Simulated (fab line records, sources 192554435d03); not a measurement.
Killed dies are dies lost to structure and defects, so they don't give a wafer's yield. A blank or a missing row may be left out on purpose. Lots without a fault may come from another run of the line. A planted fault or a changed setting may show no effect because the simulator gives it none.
Tool commonality check | flow n5_finfet | 8 lots, 24 wafers sampled

WHY IT WAS OPENED
At N5_FIN_SAQP_INSPECT_40 the reading raw_defect_count is flagged on 3 of 8 lots. Wafers without a fault read 206, standard deviation 54.
Rule: a lot is flagged when every wafer of it that has a number lies more than 4 standard deviations from that mean, or none has a number. The other lots count as sound.

lot  | measured    | on                | raw_defect_count, wafer by wafer | flag
L962 | day 3 13:45 | defect_inspect-02 | 224 246 200                      |
L967 | day 4 20:21 | defect_inspect-02 | 243 276 203                      |
L969 | day 5 09:20 | defect_inspect-01 | 433 430 461                      | FLAGGED
L970 | day 5 14:20 | defect_inspect-01 | 504 495 557                      | FLAGGED
L971 | day 5 20:54 | defect_inspect-01 | 541 570 547                      | FLAGGED
L977 | day 7 08:52 | defect_inspect-01 | 151 149 180                      |
L978 | day 7 15:39 | defect_inspect-02 | 160 152 183                      |
L979 | day 7 20:31 | defect_inspect-01 | 287 273 188                      |
The numbers of the flagged lots are 504 on average: +298 against the usual, or +6 standard deviations.

WHICH TOOL RAN EACH LOT
The record holds 3 process steps before the reading, out of a route of 1938 steps. In each cell: the tool, then ch and the chambers that the sampled wafers went through, then the start.
lot  | flag    | N5_FIN_SAQP_SPACER1_ALD_24       | N5_FIN_SAQP_RECESS_71             | N5_FIN_SAQP_MANDREL2_REMOVE_60
L962 |         | ald_sin-02 ch 0,2,3, day 3 10:42 | vapor_etch-02 ch 0,1, day 3 12:29 | rie_si-02 ch 0,2,3, day 3 13:03
L967 |         | ald_sin-02 ch 0,1,3, day 4 17:17 | vapor_etch-02 ch 0,1, day 4 19:06 | rie_si-02 ch 1,2,3, day 4 19:39
L969 | FLAGGED | ald_sin-02 ch 0,1,3, day 5 06:02 | vapor_etch-01 ch 1, day 5 08:02   | rie_si-02 ch 0,2, day 5 08:38
L970 | FLAGGED | ald_sin-02 ch 0,2,3, day 5 11:12 | vapor_etch-01 ch 0,1, day 5 13:05 | rie_si-06 ch 1,2,3, day 5 13:38
L971 | FLAGGED | ald_sin-02 ch 0,2,3, day 5 16:33 | vapor_etch-02 ch 0,1, day 5 18:22 | rie_si-06 ch 0,1,2, day 5 20:13
L977 |         | ald_sin-03 ch 1,2,3, day 7 05:47 | vapor_etch-02 ch 0, day 7 07:35   | rie_si-06 ch 2,3, day 7 08:09
L978 |         | ald_sin-03 ch 1,2, day 7 12:01   | vapor_etch-01 ch 0,1, day 7 13:52 | rie_si-05 ch 0,2,3, day 7 14:57
L979 |         | ald_sin-03 ch 1,2,3, day 7 16:46 | vapor_etch-01 ch 0,1, day 7 19:01 | rie_si-05 ch 1,2, day 7 19:43
What these steps do:
- N5_FIN_SAQP_SPACER1_ALD_24: deposits SiO2, target thk 20.3 nm, pulse time 1 s, purge time 2 s.
- N5_FIN_SAQP_RECESS_71: chemistry HF/NH3, target SiO2, target depth 3 nm, afs cycles 1, sublimation time 60 s.
- N5_FIN_SAQP_MANDREL2_REMOVE_60: chemistry HBr/Cl2/O2, target a-Si, stops on SiNx, bt time 10 s.
- N5_FIN_SAQP_INSPECT_40: inspects for defects (brightfield).

FLAGGED OVER TOTAL, TOOL BY TOOL (the gauges that took the reading come last)
step                           | tool              | lots run | flagged | share of the flagged lots | sound lots run after its first flagged lot
N5_FIN_SAQP_SPACER1_ALD_24     | ald_sin-02        | 5        | 3       | all                       | 0
N5_FIN_SAQP_SPACER1_ALD_24     | ald_sin-03        | 3        | 0       | none                      | -
N5_FIN_SAQP_RECESS_71          | vapor_etch-01     | 4        | 2       | some                      | 2 (L978,L979)
N5_FIN_SAQP_RECESS_71          | vapor_etch-02     | 4        | 1       | some                      | 1 (L977)
N5_FIN_SAQP_MANDREL2_REMOVE_60 | rie_si-02         | 3        | 1       | some                      | 0
N5_FIN_SAQP_MANDREL2_REMOVE_60 | rie_si-05         | 2        | 0       | none                      | -
N5_FIN_SAQP_MANDREL2_REMOVE_60 | rie_si-06         | 3        | 2       | some                      | 1 (L977)
N5_FIN_SAQP_INSPECT_40         | defect_inspect-01 | 5        | 3       | all                       | 2 (L977,L979)
N5_FIN_SAQP_INSPECT_40         | defect_inspect-02 | 3        | 0       | none                      | -

WHAT THE TABLE ALLOWS
2 rows of the table ran every flagged lot: ald_sin-02 at N5_FIN_SAQP_SPACER1_ALD_24, defect_inspect-01 at N5_FIN_SAQP_INSPECT_40.
- ald_sin-02 at N5_FIN_SAQP_SPACER1_ALD_24: 3 of its 5 lots flagged. Its last sound lot is L967 (day 4 17:17), its first flagged lot L969 (day 5 06:02): a fault that began between those two fits.
- defect_inspect-01 at N5_FIN_SAQP_INSPECT_40: 3 of its 5 lots flagged. Sound lots ran on it after the first flagged one (L977, L979), which a lasting fault on the whole tool wouldn't allow.
One tool is left: ald_sin-02 at N5_FIN_SAQP_SPACER1_ALD_24.

WHAT THE SIMULATOR HAD PUT IN
Chamber particle source: ald_sin-02, from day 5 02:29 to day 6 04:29, at N5_FIN_SAQP_SPACER1_ALD_24. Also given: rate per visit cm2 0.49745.
Lots struck among those shown: L969, L970, L971. The rule above found the same.
